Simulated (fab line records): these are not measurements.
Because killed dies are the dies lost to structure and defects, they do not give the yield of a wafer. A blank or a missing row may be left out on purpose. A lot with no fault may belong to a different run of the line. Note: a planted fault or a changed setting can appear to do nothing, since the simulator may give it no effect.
Matching of chambers + flow n5-finfet + N5_BEOL_M6_STRIP_36 on rie-diel-01 has 4 sister chambers
The step strips in N2/H2. 8 wafers are shown with their chamber, then 10 later ones without.

## WAFERS WITH THEIR CHAMBER
| wafer  | chamber | throttle-valve-pct (%) | drypump-motor-current-A (A) |
|--------|---------|------------------------|-----------------------------|
| L081.5 | 3       | 23.3                   | 6.6                         |
| L087.2 | 3       | 23.4                   | 6.6                         |
| L089.5 | 0       | 23.3                   | 6.4                         |
| L091.3 | 2       | 23.7                   | 5.2                         |
| L091.4 | 1       | 22.8                   | 5.7                         |
| L091.6 | 2       | 23.7                   | 5.2                         |
| L090.1 | 0       | 23.3                   | 6.3                         |
| L090.3 | 1       | 22.8                   | 5.8                         |

## WAFERS MISSING THEIR CHAMBER
| wafer  | throttle-valve-pct (%) | drypump-motor-current-A (A) |
|--------|------------------------|-----------------------------|
| L090.5 | 23.3                   | 6.3                         |
| L092.3 | 23.7                   | 5.3                         |
| L092.4 | 23.4                   | 6.6                         |
| L092.6 | 23.7                   | 5.3                         |
| L094.1 | 22.8                   | 5.8                         |
| L094.5 | 23.7                   | 5.2                         |
| L094.6 | 23.4                   | 6.6                         |
| L097.1 | 23.7                   | 5.2                         |
| L097.2 | 23.3                   | 6.3                         |
| L097.3 | 23.4                   | 6.5                         |

## WHICH CHAMBER EACH WENT THROUGH
| wafer  | from the rows above     | in truth |
|--------|-------------------------|----------|
| L090.5 | 0                       | 0        |
| L092.3 | 2                       | 2        |
| L092.4 | 3                       | 3        |
| L092.6 | 2                       | 2        |
| L094.1 | 1                       | 1        |
| L094.5 | 2                       | 2        |
| L094.6 | 3                       | 3        |
| L097.1 | 2                       | 2        |
| L097.2 | 0                       | 0        |
| L097.3 | can't be placed: 3 or 0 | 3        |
Correct placement for 9 of the 10. These rows do not allow placing 1 (true chamber among the candidates in 1). Wrongly placed: 0.
How it was worked out, from the rows above alone: a wafer's distance from a chamber is the root of the sum, over the readings, of the square of ((its reading less the chamber's mean) divided by the reading's scatter). If the next closest chamber is less than 2 further off than the closest, the wafer can't be placed; otherwise it belongs to the closest. A chamber's mean is the mean of its shown wafers. How the scatter is found: for the shown wafers, subtract from each reading the mean of its chamber, square and add these, divide the total by (wafers less chambers), then take the root.
